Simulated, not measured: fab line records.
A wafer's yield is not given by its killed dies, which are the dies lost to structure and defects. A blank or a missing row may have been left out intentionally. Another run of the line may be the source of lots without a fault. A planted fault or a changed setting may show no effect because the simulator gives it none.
Lot-split experiment ; flow n5Finfet ; 21 wafers read from 7 lots, route of 1938 steps

## ABOUT THE SPLIT
At N5_BEOL_M4_TRENCH_ETCH_37 (etches SiOC in C4F6/O2, target depth 55.555 nm, time 29.2 s), the setting biasW was moved away from the recipe's 185 W on 5 of the 21 wafers read, by -11.9% to +13.1%. All remaining wafers had this setting at the recipe value.

The reading is taken at the split's own step.

## THE READING
rfVppV, in V, at N5_BEOL_M4_TRENCH_ETCH_37 (etches SiOC in C4F6/O2, target depth 55.555 nm, time 29.2 s). Fault-free wafers of this fab line usually give 667 V, standard deviation 8 V.

wafer;tool, chamber at the split;biasW as run, W;against the recipe;rfVppV, V;against lot-mates on the recipe
L077.1;rieDiel-06, 0;185;recipe;651;-
L077.3;rieDiel-06, 2;209.2;+13.1%;741;+90
L077.5;rieDiel-06, 3;209.2;+13.1%;744;+93
L078.1;rieDiel-03, 0;163;-11.9%;604;-62
L078.2;rieDiel-03, 1;185;recipe;664;-
L078.6;rieDiel-03, 0;185;recipe;669;-
L079.2;rieDiel-06, 0;185;recipe;650;-
L079.3;rieDiel-06, 1;185;recipe;677;-
L079.5;rieDiel-06, 0;185;recipe;649;-
L080.1;rieDiel-01, 3;185;recipe;676;-
L080.2;rieDiel-01, 1;171.6;-7.2%;613;-63
L080.6;rieDiel-01, 3;171.6;-7.2%;636;-40
L084.2;rieDiel-01, 3;185;recipe;675;-
L084.5;rieDiel-01, 1;185;recipe;649;-
L084.6;rieDiel-01, 2;185;recipe;658;-
L083.3;rieDiel-06, 0;185;recipe;651;-
L083.4;rieDiel-06, 1;185;recipe;677;-
L083.6;rieDiel-06, 3;185;recipe;674;-
L090.1;rieDiel-06, 2;185;recipe;674;-
L090.5;rieDiel-06, 3;185;recipe;675;-
L090.6;rieDiel-06, 2;185;recipe;674;-

THE FIT
A straight line over all 21 wafers: rfVppV changes by +5.67 V for each +1% of biasW; r = +0.94; the points scatter about the line by 11 V.
The same after taking each lot's own level away (the mean of its wafers on the recipe; 21 wafers): +6.6 V for each +1%; r = +0.97; scatter 9.9 V.
On that fit, the largest move of biasW shifts the reading by 86 V.
Across the lots, their own levels run from 651.0 to 676.0 V, a range of 3.1 times the standard deviation given above.
In other words, the slope is changed by the lot-to-lot level; the two fits disagree.
Check: with one of the wafers moved furthest among these (+13.1%) left out of the fit, the line predicts +85.8 V for it against its lot-mates. Against them it came out at +90 V.
Tool readings at the split's step, against how far the setting was moved: rfVppV r = +0.94.

## ADDITIONAL SPLITS CARRIED BY THESE WAFERS
These wafers also went through other splits before the reading. Each is held against what the fit with the lots' levels taken away leaves over:
other split on the same wafers;wafers away from the commonest value;r with rfVppV (lot level and that fit taken away)
N5_MOL_CONTACT_COAG_ETCHBACK_136 targetDepthA;7;+0.18
N5_BEOL_M0_SAQP_ETCH_107 biasW;5;+0.21
N5_BEOL_M0_SAQP_COAT_34 spinRpm;5;+0.24
N5_BEOL_M0_ETCH_138 sourceW;8;+0.03
N5_BEOL_M1_VIA_ETCH_34 biasW;10;-0.07
N5_BEOL_M1_TRENCH_ETCH_37 biasW;11;+0.01
N5_BEOL_M3_TRENCH_ETCH_37 sourceW;8;-0.07
N5_BEOL_M4_ETCH_70 biasW;6;+0.11

## FILE'S OWN FIT
rfVppV changes by +6.34 V for each +1% of biasW, r = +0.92.
